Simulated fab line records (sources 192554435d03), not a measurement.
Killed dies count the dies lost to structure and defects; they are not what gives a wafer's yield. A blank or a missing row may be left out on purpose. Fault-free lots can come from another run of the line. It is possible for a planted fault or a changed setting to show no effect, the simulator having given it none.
Matching of chambers / flow n5 finfet / N5_FIN_CUT_CUT_ETCH_28 on rie si-01: 4 sister chambers
The step etches Si in HBr/Cl2/O2, target depth 6 nm, time 2.4 s. 16 wafers are shown with their chamber, then 8 later ones without.

## WAFERS PAIRED WITH THEIR CHAMBERS
wafer=L074.1; chamber=0; throttle valve pct (%)=37.20; oes product au (a.u.)=0.998
wafer=L074.4; chamber=2; throttle valve pct (%)=37.30; oes product au (a.u.)=1.006
wafer=L074.6; chamber=2; throttle valve pct (%)=37.31; oes product au (a.u.)=1.011
wafer=L075.1; chamber=2; throttle valve pct (%)=37.29; oes product au (a.u.)=0.995
wafer=L075.4; chamber=1; throttle valve pct (%)=37.40; oes product au (a.u.)=0.989
wafer=L075.5; chamber=2; throttle valve pct (%)=37.32; oes product au (a.u.)=0.996
wafer=L079.4; chamber=3; throttle valve pct (%)=37.04; oes product au (a.u.)=1.028
wafer=L079.5; chamber=2; throttle valve pct (%)=37.33; oes product au (a.u.)=1.006
wafer=L079.6; chamber=1; throttle valve pct (%)=37.42; oes product au (a.u.)=0.986
wafer=L081.1; chamber=2; throttle valve pct (%)=37.32; oes product au (a.u.)=0.994
wafer=L081.4; chamber=3; throttle valve pct (%)=37.04; oes product au (a.u.)=1.028
wafer=L081.5; chamber=1; throttle valve pct (%)=37.42; oes product au (a.u.)=0.984
wafer=L085.3; chamber=0; throttle valve pct (%)=37.20; oes product au (a.u.)=0.994
wafer=L085.4; chamber=1; throttle valve pct (%)=37.42; oes product au (a.u.)=0.988
wafer=L085.5; chamber=0; throttle valve pct (%)=37.20; oes product au (a.u.)=0.996
wafer=L090.1; chamber=1; throttle valve pct (%)=37.39; oes product au (a.u.)=0.989

SIGNATURES (averages over the wafers above)
reading=throttle valve pct; chamber 0=37.2000; chamber 1=37.4100; chamber 2=37.3117; chamber 3=37.0400; scatter within a chamber=0.0125
reading=oes product au; chamber 0=0.99600; chamber 1=0.98720; chamber 2=1.00133; chamber 3=1.02800; scatter within a chamber=0.00488
Rule: for a wafer and a chamber, the distance is found by dividing, reading by reading, the gap between the wafer's reading and the chamber's mean by the reading's scatter, squaring, summing and taking the root. The wafer belongs to the nearest chamber; if the next one is less than 2 further off, it can't be placed. The scatter is the square root of a quotient: the sum, over the shown wafers, of each reading's squared deviation from its chamber's mean, divided by wafers minus chambers.

## WAFERS WITH NO CHAMBER GIVEN
wafer=L090.5; throttle valve pct (%)=36.87; oes product au (a.u.)=1.024
wafer=L090.6; throttle valve pct (%)=37.32; oes product au (a.u.)=0.995
wafer=L093.2; throttle valve pct (%)=37.19; oes product au (a.u.)=1.004
wafer=L093.3; throttle valve pct (%)=37.30; oes product au (a.u.)=1.003
wafer=L093.4; throttle valve pct (%)=37.41; oes product au (a.u.)=0.984
wafer=L097.1; throttle valve pct (%)=37.41; oes product au (a.u.)=0.981
wafer=L097.2; throttle valve pct (%)=37.31; oes product au (a.u.)=0.998
wafer=L097.5; throttle valve pct (%)=37.41; oes product au (a.u.)=0.982

## THE CHAMBER EACH PASSED THROUGH
wafer=L090.5; from the rows above=3; in truth=3
wafer=L090.6; from the rows above=2; in truth=2
wafer=L093.2; from the rows above=0; in truth=0
wafer=L093.3; from the rows above=2; in truth=2
wafer=L093.4; from the rows above=1; in truth=1
wafer=L097.1; from the rows above=1; in truth=1
wafer=L097.2; from the rows above=2; in truth=2
wafer=L097.5; from the rows above=1; in truth=1
Correct placement for 8 of the 8. Not placeable from these rows: 0. Wrongly placed: 0.
